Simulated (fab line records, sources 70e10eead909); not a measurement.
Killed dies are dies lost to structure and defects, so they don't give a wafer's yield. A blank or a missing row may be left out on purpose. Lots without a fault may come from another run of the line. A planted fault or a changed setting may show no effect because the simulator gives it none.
Which tool did it? | flow nand_harc | 12 lots, 36 wafers sampled, at 5 steps of a route of 1159

WHAT THE GAUGES READ, wafer by wafer
NHARC_END_SORT_01. Usual: defect_limited_yield 95.3 %, standard deviation 1.6; killed_at_array 27, standard deviation 11; killed_at_other 0.7, standard deviation 1.1; killed_at_periphery 3.6, standard deviation 2.4; killed_dies 32, standard deviation 11; killed_open 3.3, standard deviation 1.8; killed_short 2.1, standard deviation 1.5; sort_bin_2_pct 1.4 %, standard deviation 0.64; sort_bin_3_pct 0.29 %, standard deviation 0.22; sort_bin_4_pct 3.0 %, standard deviation 1.1; sort_n_pass 645, standard deviation 11; sort_rim_yield_pct 95 %, standard deviation 3.5; sort_yield_pct 95.3 %, standard deviation 1.6.
lot  | measured     | on        | defect_limited_yield (%) | killed_at_array | killed_at_other | killed_at_periphery | killed_dies | killed_open | killed_short | sort_bin_2_pct (%) | sort_bin_3_pct (%) | sort_bin_4_pct (%) | sort_n_pass | sort_rim_yield_pct (%) | sort_yield_pct (%) | flag
L811 | day 22 13:46 | prober-01 | 95.3 95.4 94.5           | 29 29 34        | 0 0 1           | 3 2 2               | 32 31 37    | 2 5 7       | 3 1 3        | 1.9 1.5 2.5        | 0.30 0.44 0.15     | 2.5 2.7 2.8        | 645 646 640 | 97 99 100              | 95.3 95.4 94.5     |

WHICH TOOL RAN EACH LOT (tool, then ch and the chambers of the sampled wafers, then the start)
lot  | NHARC_A_BONDPAD_ANNEAL_28        | NHARC_THIN_TSV_DEP_43           | NHARC_THIN_TSV_ETCH_59            | NHARC_THIN_TSV_STRIP_56
L799 | rtp_anneal-02 ch 0, day 18 08:43 | pecvd-02 ch 0,1,2, day 19 01:32 | rie_metal-01 ch 0,1, day 19 08:45 | plasma_asher-01 ch 0,1, day 19 09:11
L800 | rtp_anneal-01 ch 0, day 18 12:19 | pecvd-02 ch 0,2, day 19 02:43   | rie_metal-02 ch 1, day 19 09:46   | plasma_asher-02 ch 0,1, day 19 10:25
L801 | rtp_anneal-02 ch 0, day 19 04:43 | pecvd-02 ch 0,1,2, day 19 17:13 | rie_metal-02 ch 1, day 20 00:49   | plasma_asher-02 ch 0,1, day 20 02:28
L805 | rtp_anneal-01 ch 0, day 20 06:10 | pecvd-02 ch 0,1,2, day 21 00:03 | rie_metal-02 ch 0,1, day 21 06:54 | plasma_asher-01 ch 0,1, day 21 07:14
L806 | rtp_anneal-01 ch 0, day 20 07:02 | pecvd-04 ch 0,1,2, day 20 22:56 | rie_metal-01 ch 0,1, day 21 06:05 | plasma_asher-02 ch 0,1, day 21 06:28
L810 | rtp_anneal-02 ch 0, day 20 15:56 | pecvd-01 ch 0,1, day 21 06:56   | rie_metal-02 ch 0,1, day 21 14:41 | plasma_asher-01 ch 0,1, day 21 15:02
L811 | rtp_anneal-01 ch 0, day 20 19:09 | pecvd-01 ch 0,2, day 21 09:27   | rie_metal-01 ch 0,1, day 21 16:33 | plasma_asher-02 ch 0,1, day 21 16:55
L812 | rtp_anneal-01 ch 0, day 21 07:00 | pecvd-04 ch 0,1,2, day 21 21:29 | rie_metal-02 ch 0,1, day 22 04:59 | plasma_asher-01 ch 0,1, day 22 05:20
L815 | rtp_anneal-01 ch 0, day 22 17:18 | pecvd-04 ch 1,2, day 23 07:09   | rie_metal-03 ch 0,1, day 23 14:55 | plasma_asher-01 ch 0,1, day 23 15:54
L816 | rtp_anneal-02 ch 0, day 23 01:28 | pecvd-02 ch 0,1,2, day 23 16:36 | rie_metal-03 ch 0,1, day 23 23:31 | plasma_asher-01 ch 0,1, day 24 00:00
L821 | rtp_anneal-01 ch 0, day 23 16:47 | pecvd-02 ch 1,2, day 24 06:14   | rie_metal-01 ch 0,1, day 24 13:16 | plasma_asher-02 ch 0,1, day 24 13:35
L820 | rtp_anneal-02 ch 0, day 24 08:16 | pecvd-01 ch 0,1,2, day 24 20:44 | rie_metal-02 ch 0,1, day 25 04:26 | plasma_asher-01 ch 0,1, day 25 04:48
- NHARC_A_BONDPAD_ANNEAL_28: time 90 s.
- NHARC_THIN_TSV_DEP_43: deposits SiO2, target thk 1328.5 nm.
- NHARC_THIN_TSV_ETCH_59: etches the open film in Cl2/BCl3, target depth 880 nm, time 138.1 s.
- NHARC_THIN_TSV_STRIP_56: strips in O2.

WHAT THE TOOLS THEMSELVES READ (means of the sampled wafers that have a number; where no wafer has one, the mark that the record gives instead)
NHARC_A_BONDPAD_ANNEAL_28. Usual: wafer_temp_C_max 226.0, standard deviation 0.41.
lot  | tool          | wafer_temp_C_max | flag
L799 | rtp_anneal-02 | 225.7            |
L800 | rtp_anneal-01 | 226.0            |
L801 | rtp_anneal-02 | 225.4            |
L805 | rtp_anneal-01 | 226.7            |
L806 | rtp_anneal-01 | 226.7            |
L810 | rtp_anneal-02 | 225.8            |
L811 | rtp_anneal-01 | 226.2            |
L812 | rtp_anneal-01 | 226.1            |
L815 | rtp_anneal-01 | 226.3            |
L816 | rtp_anneal-02 | 225.8            |
L821 | rtp_anneal-01 | 226.4            |
L820 | rtp_anneal-02 | 225.5            |

NHARC_THIN_TSV_DEP_43. Usual: chamber_pressure_Torr 6.500 Torr, standard deviation 0.012; throttle_valve_pct 16.1 %, standard deviation 0.4.
lot  | tool     | chamber_pressure_Torr (Torr) | throttle_valve_pct (%) | flag
L799 | pecvd-02 | 6.495                        | 16.4                   |
L800 | pecvd-02 | 6.494                        | 16.3                   |
L801 | pecvd-02 | 6.498                        | 16.2                   |
L805 | pecvd-02 | 6.484                        | 16.4                   |
L806 | pecvd-04 | 6.497                        | 15.7                   |
L810 | pecvd-01 | 6.496                        | 16.2                   |
L811 | pecvd-01 | 6.496                        | 16.3                   |
L812 | pecvd-04 | 6.513                        | 15.6                   |
L815 | pecvd-04 | 6.488                        | 15.8                   |
L816 | pecvd-02 | 6.495                        | 16.0                   |
L821 | pecvd-02 | 6.482                        | 15.8                   |
L820 | pecvd-01 | 6.511                        | 16.7                   |

NHARC_THIN_TSV_ETCH_59. Usual: drypump_motor_current_A 5.6 A, standard deviation 0.4; oes_product_au 1.007 a.u., standard deviation 0.0099; run_length_s 159.5 s, standard deviation 0.48; throttle_valve_pct 22.264 %, standard deviation 0.0089.
lot  | tool         | drypump_motor_current_A (A) | oes_product_au (a.u.) | run_length_s (s) | throttle_valve_pct (%) | flag
L799 | rie_metal-01 | 5.4                         | 1.002                 | 159.3            | 22.267                 |
L800 | rie_metal-02 | 5.9                         | 1.005                 | 159.9            | 22.268                 |
L801 | rie_metal-02 | 5.9                         | 1.004                 | 159.8            | 22.262                 |
L805 | rie_metal-02 | 5.2                         | 1.004                 | 159.7            | 22.261                 |
L806 | rie_metal-01 | 5.5                         | 1.004                 | 159.0            | 22.260                 |
L810 | rie_metal-02 | 5.5                         | 1.009                 | 159.8            | 22.269                 |
L811 | rie_metal-01 | 5.6                         | 1.006                 | 159.4            | 22.266                 |
L812 | rie_metal-02 | 5.5                         | 1.003                 | 159.6            | 22.261                 |
L815 | rie_metal-03 | 6.1                         | 1.015                 | 163.5            | 22.265                 | OFF
L816 | rie_metal-03 | 5.9                         | 1.024                 | 167.8            | 22.257                 | OFF
L821 | rie_metal-01 | 5.6                         | 0.981                 | 159.7            | 22.271                 |
L820 | rie_metal-02 | 5.2                         | 1.001                 | 159.6            | 22.272                 |

NHARC_THIN_TSV_STRIP_56. Usual: drypump_motor_current_A 5.7 A, standard deviation 0.46; heater_power_w 350 W, standard deviation 27.
lot  | tool            | drypump_motor_current_A (A) | heater_power_w (W) | flag
L799 | plasma_asher-01 | 5.2                         | 361                |
L800 | plasma_asher-02 | 6.0                         | 342                |
L801 | plasma_asher-02 | 6.1                         | 331                |
L805 | plasma_asher-01 | 5.2                         | 351                |
L806 | plasma_asher-02 | 6.1                         | 327                |
L810 | plasma_asher-01 | 5.5                         | 370                |
L811 | plasma_asher-02 | 6.0                         | 338                |
L812 | plasma_asher-01 | 5.4                         | 377                |
L815 | plasma_asher-01 | 5.5                         | 373                |
L816 | plasma_asher-01 | 5.5                         | 364                |
L821 | plasma_asher-02 | 5.9                         | 355                |
L820 | plasma_asher-01 | 5.2                         | 352                |

THE ANSWER, worked out from the rows above alone
Rule: a lot is off if the mean of its wafers that have a number lies more than 3 standard deviations from the usual mean. A lot without any number at a reading at which 4 lots or more have one is off too. The other lots that the step has rows for count as sound. The gauges are gone through in route order, then the tools' own readings, and for those a lot's mean is taken as printed above. The first step at which some lot is off is used, and at that step the reading that is off furthest; a lot without a number counts as furthest.
Off: L815, L816, at NHARC_THIN_TSV_ETCH_59 (run_length_s).
A tool fits if, at that step or a process step before it, it ran every lot that is off, and no sound lot after the first of them. One fits: rie_metal-03 at NHARC_THIN_TSV_ETCH_59. It ran no sound lot before its first lot that is off in this sample, so the start can't be narrowed down.
The tool's own readings at NHARC_THIN_TSV_ETCH_59 bear it out: on the lots that are off they differ by more than 5 times the standard deviation of the sound lots' means. run_length_s reads 165.7 s there against 159.6 s on the sound lots.

WHAT THE SIMULATOR HAD PUT IN
Process parameter drift: rie_metal-03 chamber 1, from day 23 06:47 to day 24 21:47, at NHARC_THIN_TSV_ETCH_59. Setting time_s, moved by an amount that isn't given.
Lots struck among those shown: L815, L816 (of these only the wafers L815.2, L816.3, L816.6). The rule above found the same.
